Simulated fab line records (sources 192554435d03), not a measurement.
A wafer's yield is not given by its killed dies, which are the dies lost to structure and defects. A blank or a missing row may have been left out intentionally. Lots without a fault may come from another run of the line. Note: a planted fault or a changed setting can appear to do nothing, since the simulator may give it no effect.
fab line records / flow n5_finfet
[record] lots = 7 wafers = 21
route steps=1938 shown BEOL_M15@1776 MIM_BOT_LITHO@1858
start_h: start of the lot's first displayed wafer, in hours after the record's first day / wait_h: hours from the lot's prior step to this one / " repeats the value in the row above / L1.1+2: a row that stands for several wafers / - no value, or no start given / * or withheld: withheld / < > ~ a bound
route shown NAME@n: NAME is a module with steps in the file, n the number in the route of the first one / usual: average and standard deviation across the fault-free wafers / same: alike in all rows / chamber/n: place in a boat / sites: readings site by site / _std_site: their standard deviation / _edge_site: outer sites' mean less inner sites' / radius_mm: for every site, how far away it sits from the centre of the wafer / mask NAME#n: copy n / behind: the last tool/chamber to shape the wafer / hold: cause of the lot's hold/its duration in hours/its outcome / device: names the non-switching transistor (n, p or np) / end of line: the tests these same wafers got at the end of their route / step lacking rows: just its recipe / killed: not the wafer's yield, but the dies lost to structure and defects at the first sort / map: the dies of a wafer, with x for killed, . for not killed, _ for no die there
set.NAME: the setting that was run; set.NAME@STEP: the one run at that earlier step / model.NAME: the simulator's own value behind a step, which no gauge read
lots whose settings were changed on purpose; a table a step, a row a wafer
[[steps]]
[step N5_BEOL_M15_COAT_04]
[recipe] spin_rpm = 1704 resist_thk_nm = 800
lot.wafer=L075.3 tool=litho_track-01 chamber=0 start_h=- wait_h=- set.spin_rpm=1704 model.coat_of_BEOL_M15_COAT_04.thk_nm=799
lot.wafer=L075.4 tool=litho_track-01 chamber=0 start_h=- wait_h=- set.spin_rpm=1704 model.coat_of_BEOL_M15_COAT_04.thk_nm=800.8
lot.wafer=L075.5 tool=litho_track-01 chamber=0 start_h=- wait_h=- set.spin_rpm=1704 model.coat_of_BEOL_M15_COAT_04.thk_nm=799.8
lot.wafer=L077.2 tool=litho_track-05 chamber=0 start_h=- wait_h=- set.spin_rpm=1704 model.coat_of_BEOL_M15_COAT_04.thk_nm=803.2
lot.wafer=L077.3 tool=litho_track-05 chamber=0 start_h=- wait_h=- set.spin_rpm=1524 model.coat_of_BEOL_M15_COAT_04.thk_nm=849.8
lot.wafer=L077.5 tool=litho_track-05 chamber=0 start_h=- wait_h=- set.spin_rpm=1524 model.coat_of_BEOL_M15_COAT_04.thk_nm=850.8
lot.wafer=L081.1 tool=litho_track-01 chamber=0 start_h=- wait_h=- set.spin_rpm=1838 model.coat_of_BEOL_M15_COAT_04.thk_nm=775.6
lot.wafer=L081.2 tool=litho_track-01 chamber=0 start_h=- wait_h=- set.spin_rpm=1704 model.coat_of_BEOL_M15_COAT_04.thk_nm=805.2
lot.wafer=L081.3 tool=litho_track-01 chamber=0 start_h=- wait_h=- set.spin_rpm=1838 model.coat_of_BEOL_M15_COAT_04.thk_nm=775
lot.wafer=L084.4 tool=litho_track-05 chamber=0 start_h=- wait_h=- set.spin_rpm=1533 model.coat_of_BEOL_M15_COAT_04.thk_nm=846.2
lot.wafer=L084.5 tool=litho_track-05 chamber=0 start_h=- wait_h=- set.spin_rpm=1533 model.coat_of_BEOL_M15_COAT_04.thk_nm=847.8
lot.wafer=L084.6 tool=litho_track-05 chamber=0 start_h=- wait_h=- set.spin_rpm=1704 model.coat_of_BEOL_M15_COAT_04.thk_nm=802.6
lot.wafer=L082.1+5 tool=litho_track-01 chamber=0 start_h=- wait_h=- set.spin_rpm=1704 model.coat_of_BEOL_M15_COAT_04.thk_nm=800.8
lot.wafer=L082.4 tool=litho_track-01 chamber=0 start_h=- wait_h=- set.spin_rpm=1704 model.coat_of_BEOL_M15_COAT_04.thk_nm=798.6
lot.wafer=L093.2 tool=litho_track-01 chamber=0 start_h=- wait_h=- set.spin_rpm=1866 model.coat_of_BEOL_M15_COAT_04.thk_nm=763.2
lot.wafer=L093.4 tool=litho_track-01 chamber=0 start_h=- wait_h=- set.spin_rpm=1704 model.coat_of_BEOL_M15_COAT_04.thk_nm=798
lot.wafer=L093.5 tool=litho_track-01 chamber=0 start_h=- wait_h=- set.spin_rpm=1866 model.coat_of_BEOL_M15_COAT_04.thk_nm=765.2
lot.wafer=L090.1 tool=litho_track-05 chamber=0 start_h=- wait_h=- set.spin_rpm=1704 model.coat_of_BEOL_M15_COAT_04.thk_nm=798.2
lot.wafer=L090.3 tool=litho_track-05 chamber=0 start_h=- wait_h=- set.spin_rpm=1704 model.coat_of_BEOL_M15_COAT_04.thk_nm=799.6
lot.wafer=L090.4 tool=litho_track-05 chamber=0 start_h=- wait_h=- set.spin_rpm=1704 model.coat_of_BEOL_M15_COAT_04.thk_nm=801.8
[step N5_BEOL_M15_EBR_06]
[recipe] solvent = PGMEA ebr_width_mm = 1.5
[step N5_BEOL_M15_SOFTBAKE_05]
[recipe] temp_c = 130 time_s = 60
[step N5_BEOL_M15_DESCUM_15]
[recipe] chemistry = O2 time_s = 7.9 source_power_w = 50 bias_power_w = 20 pressure_mtorr = 20 rf_frequency_hz = 2.712e+07 temp_c = 40 o2_flow_sccm = 225
[step N5_BEOL_M15_ETCH_59]
[recipe] chemistry = N2/H2 target = BARC target_depth_a = 890 overetch_a = 267 time_s = 67.9 ion_energy_ev = 200 pressure_mtorr = 30 source_w = 840 bias_w = 150 n2_flow_sccm = 200 h2_flow_sccm = 200
lot.wafer=L075.3 tool=rie_diel-04 chamber=0 start_h=258.58 wait_h=0.0 set.spin_rpm@BEOL_M15_COAT_04=1704 model.coat_of_BEOL_M15_COAT_04.thk_nm=718.8
lot.wafer=L075.4 tool=rie_diel-04 chamber=1 start_h=258.58 wait_h=0.0 set.spin_rpm@BEOL_M15_COAT_04=1704 model.coat_of_BEOL_M15_COAT_04.thk_nm=719.8
lot.wafer=L075.5 tool=rie_diel-04 chamber=0 start_h=258.58 wait_h=0.0 set.spin_rpm@BEOL_M15_COAT_04=1704 model.coat_of_BEOL_M15_COAT_04.thk_nm=719.2
lot.wafer=L077.2 tool=rie_diel-06 chamber=3 start_h=271.75 wait_h=0.0 set.spin_rpm@BEOL_M15_COAT_04=1704 model.coat_of_BEOL_M15_COAT_04.thk_nm=720.6
lot.wafer=L077.3 tool=rie_diel-06 chamber=1 start_h=271.75 wait_h=0.0 set.spin_rpm@BEOL_M15_COAT_04=1524 model.coat_of_BEOL_M15_COAT_04.thk_nm=768.6
lot.wafer=L077.5 tool=rie_diel-06 chamber=2 start_h=271.75 wait_h=0.0 set.spin_rpm@BEOL_M15_COAT_04=1524 model.coat_of_BEOL_M15_COAT_04.thk_nm=767
lot.wafer=L081.1 tool=rie_diel-02 chamber=3 start_h=300.46 wait_h=0.0 set.spin_rpm@BEOL_M15_COAT_04=1838 model.coat_of_BEOL_M15_COAT_04.thk_nm=698
lot.wafer=L081.2 tool=rie_diel-02 chamber=2 start_h=300.46 wait_h=0.0 set.spin_rpm@BEOL_M15_COAT_04=1704 model.coat_of_BEOL_M15_COAT_04.thk_nm=721.8
lot.wafer=L081.3 tool=rie_diel-02 chamber=1 start_h=300.46 wait_h=0.0 set.spin_rpm@BEOL_M15_COAT_04=1838 model.coat_of_BEOL_M15_COAT_04.thk_nm=691
lot.wafer=L084.4 tool=rie_diel-02 chamber=3 start_h=321.66 wait_h=0.0 set.spin_rpm@BEOL_M15_COAT_04=1533 model.coat_of_BEOL_M15_COAT_04.thk_nm=767.8
lot.wafer=L084.5 tool=rie_diel-02 chamber=2 start_h=321.66 wait_h=0.0 set.spin_rpm@BEOL_M15_COAT_04=1533 model.coat_of_BEOL_M15_COAT_04.thk_nm=764.4
lot.wafer=L084.6 tool=rie_diel-02 chamber=3 start_h=321.66 wait_h=0.0 set.spin_rpm@BEOL_M15_COAT_04=1704 model.coat_of_BEOL_M15_COAT_04.thk_nm=724
lot.wafer=L082.1 tool=rie_diel-06 chamber=3 start_h=321.82 wait_h=0.0 set.spin_rpm@BEOL_M15_COAT_04=1704 model.coat_of_BEOL_M15_COAT_04.thk_nm=717.6
lot.wafer=L082.4 tool=rie_diel-06 chamber=1 start_h=321.82 wait_h=0.0 set.spin_rpm@BEOL_M15_COAT_04=1704 model.coat_of_BEOL_M15_COAT_04.thk_nm=716.4
lot.wafer=L082.5 tool=rie_diel-06 chamber=3 start_h=321.82 wait_h=0.0 set.spin_rpm@BEOL_M15_COAT_04=1704 model.coat_of_BEOL_M15_COAT_04.thk_nm=717
lot.wafer=L093.2 tool=rie_diel-06 chamber=2 start_h=370.88 wait_h=0.0 set.spin_rpm@BEOL_M15_COAT_04=1866 model.coat_of_BEOL_M15_COAT_04.thk_nm=679
lot.wafer=L093.4 tool=rie_diel-06 chamber=3 start_h=370.88 wait_h=0.0 set.spin_rpm@BEOL_M15_COAT_04=1704 model.coat_of_BEOL_M15_COAT_04.thk_nm=715.8
lot.wafer=L093.5 tool=rie_diel-06 chamber=1 start_h=370.88 wait_h=0.0 set.spin_rpm@BEOL_M15_COAT_04=1866 model.coat_of_BEOL_M15_COAT_04.thk_nm=683
lot.wafer=L090.1 tool=rie_diel-04 chamber=3 start_h=375.71 wait_h=0.0 set.spin_rpm@BEOL_M15_COAT_04=1704 model.coat_of_BEOL_M15_COAT_04.thk_nm=716.2
lot.wafer=L090.3 tool=rie_diel-04 chamber=2 start_h=375.71 wait_h=0.0 set.spin_rpm@BEOL_M15_COAT_04=1704 model.coat_of_BEOL_M15_COAT_04.thk_nm=718.2
lot.wafer=L090.4 tool=rie_diel-04 chamber=0 start_h=375.71 wait_h=0.0 set.spin_rpm@BEOL_M15_COAT_04=1704 model.coat_of_BEOL_M15_COAT_04.thk_nm=721.4
[step N5_MIM_BOT_LITHO_EXPOSE_05]
[recipe] mask_id = MIM_BOT na = 0.55 source_shape = conventional sigma_outer = 0.8 polarization = unpolarized dose_mj = 24.25
lot.wafer=L075.3+5 tool=krf_scanner-01 chamber=0 start_h=276.86 wait_h=- mask=MIM_BOT#0 set.dose_mj=23.38
lot.wafer=L075.4 tool=krf_scanner-01 chamber=0 start_h=276.86 wait_h=- mask=MIM_BOT#0 set.dose_mj=24.25
lot.wafer=L077.2+3 tool=krf_scanner-02 chamber=0 start_h=284.82 wait_h=- mask=MIM_BOT#0 set.dose_mj=24.25
lot.wafer=L077.5 tool=krf_scanner-02 chamber=0 start_h=284.82 wait_h=- mask=MIM_BOT#0 set.dose_mj=22.83
lot.wafer=L081.1+2 tool=krf_scanner-01 chamber=0 start_h=311.99 wait_h=- mask=MIM_BOT#0 set.dose_mj=24.25
lot.wafer=L081.3 tool=krf_scanner-01 chamber=0 start_h=311.99 wait_h=- mask=MIM_BOT#0 set.dose_mj=23.44
lot.wafer=L084.4+6 tool=krf_scanner-01 chamber=0 start_h=332.25 wait_h=- mask=MIM_BOT#0 set.dose_mj=24.25
lot.wafer=L084.5 tool=krf_scanner-01 chamber=0 start_h=332.25 wait_h=- mask=MIM_BOT#0 set.dose_mj=25.71
lot.wafer=L082.1+4 tool=krf_scanner-02 chamber=0 start_h=332.61 wait_h=- mask=MIM_BOT#0 set.dose_mj=24.25
lot.wafer=L082.5 tool=krf_scanner-02 chamber=0 start_h=332.61 wait_h=- mask=MIM_BOT#0 set.dose_mj=25.51
lot.wafer=L093.2 tool=krf_scanner-01 chamber=0 start_h=377.69 wait_h=- mask=MIM_BOT#0 set.dose_mj=23.55
lot.wafer=L093.4+5 tool=krf_scanner-01 chamber=0 start_h=377.69 wait_h=- mask=MIM_BOT#0 set.dose_mj=24.25
lot.wafer=L090.1+3+4 tool=krf_scanner-01 chamber=0 start_h=386.64 wait_h=- mask=MIM_BOT#0 set.dose_mj=24.25
[step N5_MIM_BOT_LITHO_DEVELOP_07]
[recipe] develop_time_s = 60 rinse_liquid = diw dry = air_spin dev_temp_c = 21
lot.wafer=L075.3+4+5 tool=litho_track-02 chamber=0 start_h=- wait_h=- set.develop_time_s=60
lot.wafer=L077.2+3+5 tool=litho_track-02 chamber=0 start_h=- wait_h=- set.develop_time_s=51.73
lot.wafer=L081.1+2 tool=litho_track-01 chamber=0 start_h=- wait_h=- set.develop_time_s=60
lot.wafer=L081.3 tool=litho_track-01 chamber=0 start_h=- wait_h=- set.develop_time_s=72.55
lot.wafer=L084.4 tool=litho_track-04 chamber=0 start_h=- wait_h=- set.develop_time_s=53.05
lot.wafer=L084.5+6 tool=litho_track-04 chamber=0 start_h=- wait_h=- set.develop_time_s=60
lot.wafer=L082.1+5 tool=litho_track-02 chamber=0 start_h=- wait_h=- set.develop_time_s=64.7
lot.wafer=L082.4 tool=litho_track-02 chamber=0 start_h=- wait_h=- set.develop_time_s=60
lot.wafer=L093.2+5 tool=litho_track-02 chamber=0 start_h=- wait_h=- set.develop_time_s=60
lot.wafer=L093.4 tool=litho_track-02 chamber=0 start_h=- wait_h=- set.develop_time_s=46.61
lot.wafer=L090.1+3+4 tool=litho_track-02 chamber=0 start_h=- wait_h=- set.develop_time_s=60
[step N5_MIM_BOT_LITHO_HARDBAKE_09]
[recipe] temp_c = 130 time_s = 120
[step N5_MIM_BOT_LITHO_CD_MEAS_08]
[recipe] target_cd_nm = 3000 landing_energy_ev = 500 detector = se_inlens polarity = opening
[usual] cd_nm = 2999.1/2.7
lot.wafer=L075.3 tool=cd_sem-02 chamber=0 start_h=277.02 wait_h=- set.dose_mj@MIM_BOT_LITHO_EXPOSE_05=23.38 cd_nm=2992.2
lot.wafer=L075.4 tool=cd_sem-02 chamber=0 start_h=277.02 wait_h=- set.dose_mj@MIM_BOT_LITHO_EXPOSE_05=24.25 cd_nm=2996.2
lot.wafer=L075.5 tool=cd_sem-02 chamber=0 start_h=277.02 wait_h=- set.dose_mj@MIM_BOT_LITHO_EXPOSE_05=23.38 cd_nm=2992.7
lot.wafer=L077.2 tool=cd_sem-01 chamber=0 start_h=284.99 wait_h=- set.dose_mj@MIM_BOT_LITHO_EXPOSE_05=24.25 cd_nm=2997.3
lot.wafer=L077.3 tool=cd_sem-01 chamber=0 start_h=284.99 wait_h=- set.dose_mj@MIM_BOT_LITHO_EXPOSE_05=24.25 cd_nm=2995.4
lot.wafer=L077.5 tool=cd_sem-01 chamber=0 start_h=284.99 wait_h=- set.dose_mj@MIM_BOT_LITHO_EXPOSE_05=22.83 cd_nm=2984.0
lot.wafer=L081.1 tool=cd_sem-01 chamber=0 start_h=312.16 wait_h=- set.dose_mj@MIM_BOT_LITHO_EXPOSE_05=24.25 cd_nm=3000.8
lot.wafer=L081.2 tool=cd_sem-01 chamber=0 start_h=312.16 wait_h=- set.dose_mj@MIM_BOT_LITHO_EXPOSE_05=24.25 cd_nm=3001.5
lot.wafer=L081.3 tool=cd_sem-01 chamber=0 start_h=312.16 wait_h=- set.dose_mj@MIM_BOT_LITHO_EXPOSE_05=23.44 cd_nm=2998.2
lot.wafer=L084.4 tool=cd_sem-01 chamber=0 start_h=332.41 wait_h=- set.dose_mj@MIM_BOT_LITHO_EXPOSE_05=24.25 cd_nm=3005.0
lot.wafer=L084.5 tool=cd_sem-01 chamber=0 start_h=332.41 wait_h=- set.dose_mj@MIM_BOT_LITHO_EXPOSE_05=25.71 cd_nm=3010.2
lot.wafer=L084.6 tool=cd_sem-01 chamber=0 start_h=332.41 wait_h=- set.dose_mj@MIM_BOT_LITHO_EXPOSE_05=24.25 cd_nm=3000.4
lot.wafer=L082.1 tool=cd_sem-03 chamber=0 start_h=332.78 wait_h=- set.dose_mj@MIM_BOT_LITHO_EXPOSE_05=24.25 cd_nm=2996.6
lot.wafer=L082.4 tool=cd_sem-03 chamber=0 start_h=332.78 wait_h=- set.dose_mj@MIM_BOT_LITHO_EXPOSE_05=24.25 cd_nm=2999.3
lot.wafer=L082.5 tool=cd_sem-03 chamber=0 start_h=332.78 wait_h=- set.dose_mj@MIM_BOT_LITHO_EXPOSE_05=25.51 cd_nm=3011.1
lot.wafer=L093.2 tool=cd_sem-03 chamber=0 start_h=377.86 wait_h=- set.dose_mj@MIM_BOT_LITHO_EXPOSE_05=23.55 cd_nm=2991.0
lot.wafer=L093.4 tool=cd_sem-03 chamber=0 start_h=377.86 wait_h=- set.dose_mj@MIM_BOT_LITHO_EXPOSE_05=24.25 cd_nm=2993.7
lot.wafer=L093.5 tool=cd_sem-03 chamber=0 start_h=377.86 wait_h=- set.dose_mj@MIM_BOT_LITHO_EXPOSE_05=24.25 cd_nm=2999.5
lot.wafer=L090.1 tool=cd_sem-02 chamber=0 start_h=386.82 wait_h=- set.dose_mj@MIM_BOT_LITHO_EXPOSE_05=24.25 cd_nm=3000.7
lot.wafer=L090.3 tool=cd_sem-02 chamber=0 start_h=386.82 wait_h=- set.dose_mj@MIM_BOT_LITHO_EXPOSE_05=24.25 cd_nm=2999.7
lot.wafer=L090.4 tool=cd_sem-02 chamber=0 start_h=386.82 wait_h=- set.dose_mj@MIM_BOT_LITHO_EXPOSE_05=24.25 cd_nm=2999.9
[[key]]
[split] step = N5_BEOL_M15_COAT_04 setting = spin_rpm stated = 1704 by = wafer
[response] step = N5_BEOL_M15_COAT_04 reading = model.coat_of_BEOL_M15_COAT_04.thk_nm change = -4.11 per = 1% r = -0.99
[response] step = N5_BEOL_M15_ETCH_59 reading = model.coat_of_BEOL_M15_COAT_04.thk_nm change = -4.02 per = 1% r = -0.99
[split] step = N5_MIM_BOT_LITHO_EXPOSE_05 setting = dose_mj stated = 24.25 by = wafer
[response] step = N5_MIM_BOT_LITHO_CD_MEAS_08 reading = cd_nm change = +1.74 per = 1% r = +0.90
[split] step = N5_MIM_BOT_LITHO_DEVELOP_07 setting = develop_time_s stated = 60 by = wafer
response none clear
